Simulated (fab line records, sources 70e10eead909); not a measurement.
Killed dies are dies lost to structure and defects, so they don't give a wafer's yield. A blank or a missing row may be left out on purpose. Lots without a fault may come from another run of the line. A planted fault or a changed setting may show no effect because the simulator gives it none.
Chamber matching | flow nand_harc | NHARC_P_M0_STRIP_18 on rie_diel-04: 4 sister chambers
The step strips in N2/H2. 8 wafers are shown with their chamber, then 12 later ones without.

WAFERS WITH THEIR CHAMBER
wafer  | chamber | drypump_motor_current_A (A) | showerhead_plenum_p_Torr (Torr)
L088.6 | 0       | 6.42                        | 2.06
L089.6 | 1       | 6.13                        | 2.07
L090.1 | 3       | 5.98                        | 2.16
L090.3 | 2       | 5.99                        | 2.16
L090.6 | 3       | 5.98                        | 2.16
L092.3 | 1       | 6.14                        | 2.07
L092.4 | 0       | 6.40                        | 2.05
L092.6 | 2       | 5.98                        | 2.16

WAFERS WITHOUT THEIR CHAMBER
wafer  | drypump_motor_current_A (A) | showerhead_plenum_p_Torr (Torr)
L094.1 | 6.12                        | 2.07
L094.3 | 5.98                        | 2.16
L094.4 | 6.36                        | 2.05
L095.3 | 5.97                        | 2.16
L095.4 | 6.13                        | 2.07
L095.6 | 5.97                        | 2.16
L096.1 | 6.14                        | 2.07
L096.3 | 5.99                        | 2.16
L096.6 | 5.99                        | 2.16
L097.1 | 6.01                        | 2.16
L097.2 | 6.40                        | 2.05
L097.5 | 6.13                        | 2.07

WHICH CHAMBER EACH WENT THROUGH
wafer  | from the rows above     | in truth
L094.1 | 1                       | 1
L094.3 | can't be placed: 3 or 2 | 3
L094.4 | 0                       | 0
L095.3 | can't be placed: 3 or 2 | 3
L095.4 | 1                       | 1
L095.6 | can't be placed: 3 or 2 | 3
L096.1 | 1                       | 1
L096.3 | can't be placed: 2 or 3 | 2
L096.6 | can't be placed: 2 or 3 | 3
L097.1 | can't be placed: 2 or 3 | 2
L097.2 | 0                       | 0
L097.5 | 1                       | 1
Placed correctly: 6 of 12. Can't be placed from these rows: 6 (the true chamber is among the candidates in 6). Placed wrongly: 0.
How it was worked out, from the rows above alone: a wafer's distance from a chamber is the root of the sum, over the readings, of the square of ((its reading less the chamber's mean) divided by the reading's scatter). The wafer belongs to the nearest chamber; if the next one is less than 2 further off, it can't be placed. A chamber's mean is the mean of its shown wafers. The scatter: the root of (the sum of the squares of (reading less its chamber's mean) over the shown wafers, divided by (wafers less chambers)).
